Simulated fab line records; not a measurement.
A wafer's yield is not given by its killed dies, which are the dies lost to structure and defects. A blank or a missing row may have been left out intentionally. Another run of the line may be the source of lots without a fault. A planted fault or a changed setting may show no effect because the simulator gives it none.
Matching of chambers / flow n5 finfet / N5_BEOL_M10_STRIP_36 on rie diel-05: 3 sister chambers
The step strips in N2/H2. 18 wafers are shown with their chamber, then 7 later ones without.

WAFERS WITH THEIR CHAMBER
wafer=L074.2; chamber=0; throttle valve pct (%)=23.8; showerhead plenum p Torr (Torr)=2.46; oes product au (a.u.)=0.86
wafer=L074.3; chamber=2; throttle valve pct (%)=24.7; showerhead plenum p Torr (Torr)=2.54; oes product au (a.u.)=0.72
wafer=L074.4; chamber=1; throttle valve pct (%)=23.3; showerhead plenum p Torr (Torr)=2.43; oes product au (a.u.)=0.84
wafer=L076.2; chamber=2; throttle valve pct (%)=24.7; showerhead plenum p Torr (Torr)=2.54; oes product au (a.u.)=0.71
wafer=L076.3; chamber=0; throttle valve pct (%)=23.7; showerhead plenum p Torr (Torr)=2.46; oes product au (a.u.)=0.82
wafer=L076.6; chamber=2; throttle valve pct (%)=24.7; showerhead plenum p Torr (Torr)=2.54; oes product au (a.u.)=0.72
wafer=L078.2; chamber=0; throttle valve pct (%)=23.8; showerhead plenum p Torr (Torr)=2.46; oes product au (a.u.)=0.86
wafer=L078.3; chamber=2; throttle valve pct (%)=24.7; showerhead plenum p Torr (Torr)=2.53; oes product au (a.u.)=0.71
wafer=L078.4; chamber=0; throttle valve pct (%)=23.8; showerhead plenum p Torr (Torr)=2.46; oes product au (a.u.)=0.82
wafer=L079.1; chamber=1; throttle valve pct (%)=23.3; showerhead plenum p Torr (Torr)=2.43; oes product au (a.u.)=0.82
wafer=L079.2; chamber=2; throttle valve pct (%)=24.8; showerhead plenum p Torr (Torr)=2.53; oes product au (a.u.)=0.72
wafer=L079.6; chamber=1; throttle valve pct (%)=23.3; showerhead plenum p Torr (Torr)=2.43; oes product au (a.u.)=0.82
wafer=L086.2; chamber=1; throttle valve pct (%)=23.4; showerhead plenum p Torr (Torr)=2.43; oes product au (a.u.)=0.79
wafer=L086.3; chamber=2; throttle valve pct (%)=24.7; showerhead plenum p Torr (Torr)=2.53; oes product au (a.u.)=0.69
wafer=L086.6; chamber=0; throttle valve pct (%)=23.8; showerhead plenum p Torr (Torr)=2.45; oes product au (a.u.)=0.82
wafer=L089.1; chamber=0; throttle valve pct (%)=23.8; showerhead plenum p Torr (Torr)=2.45; oes product au (a.u.)=0.82
wafer=L089.2; chamber=1; throttle valve pct (%)=23.3; showerhead plenum p Torr (Torr)=2.43; oes product au (a.u.)=0.80
wafer=L089.3; chamber=2; throttle valve pct (%)=24.7; showerhead plenum p Torr (Torr)=2.53; oes product au (a.u.)=0.69

SIGNATURES (averages over the wafers above)
reading=throttle valve pct; chamber 0=23.783; chamber 1=23.320; chamber 2=24.714; scatter within a chamber=0.0407
reading=showerhead plenum p Torr; chamber 0=2.4567; chamber 1=2.4300; chamber 2=2.5343; scatter within a chamber=0.00451
reading=oes product au; chamber 0=0.8333; chamber 1=0.8140; chamber 2=0.7086; scatter within a chamber=0.0178
Rule: distance of a wafer from a chamber = root of the sum over the readings of ((wafer's reading minus chamber's mean) / reading's scatter) squared. The wafer belongs to the nearest chamber; if the next one is less than 2 further off, it can't be placed. The scatter: take each reading less its chamber's mean, square it, sum over the shown wafers, divide by the number of wafers less the number of chambers, and take the root.

WAFERS WHOSE CHAMBER IS MISSING
wafer=L090.1; throttle valve pct (%)=23.8; showerhead plenum p Torr (Torr)=2.45; oes product au (a.u.)=0.81
wafer=L090.5; throttle valve pct (%)=24.8; showerhead plenum p Torr (Torr)=2.52; oes product au (a.u.)=0.69
wafer=L092.1; throttle valve pct (%)=23.8; showerhead plenum p Torr (Torr)=2.44; oes product au (a.u.)=0.80
wafer=L092.2; throttle valve pct (%)=23.4; showerhead plenum p Torr (Torr)=2.42; oes product au (a.u.)=0.80
wafer=L092.4; throttle valve pct (%)=24.8; showerhead plenum p Torr (Torr)=2.52; oes product au (a.u.)=0.68
wafer=L096.4; throttle valve pct (%)=24.8; showerhead plenum p Torr (Torr)=2.52; oes product au (a.u.)=0.67
wafer=L096.5; throttle valve pct (%)=23.8; showerhead plenum p Torr (Torr)=2.44; oes product au (a.u.)=0.80

WHICH CHAMBER EACH WENT THROUGH
wafer=L090.1; from the rows above=0; in truth=0
wafer=L090.5; from the rows above=2; in truth=2
wafer=L092.1; from the rows above=0; in truth=0
wafer=L092.2; from the rows above=1; in truth=1
wafer=L092.4; from the rows above=2; in truth=2
wafer=L096.4; from the rows above=2; in truth=2
wafer=L096.5; from the rows above=0; in truth=0
Correct placement for 7 of the 7. From these rows, 0 cannot be placed. 0 placed wrongly.
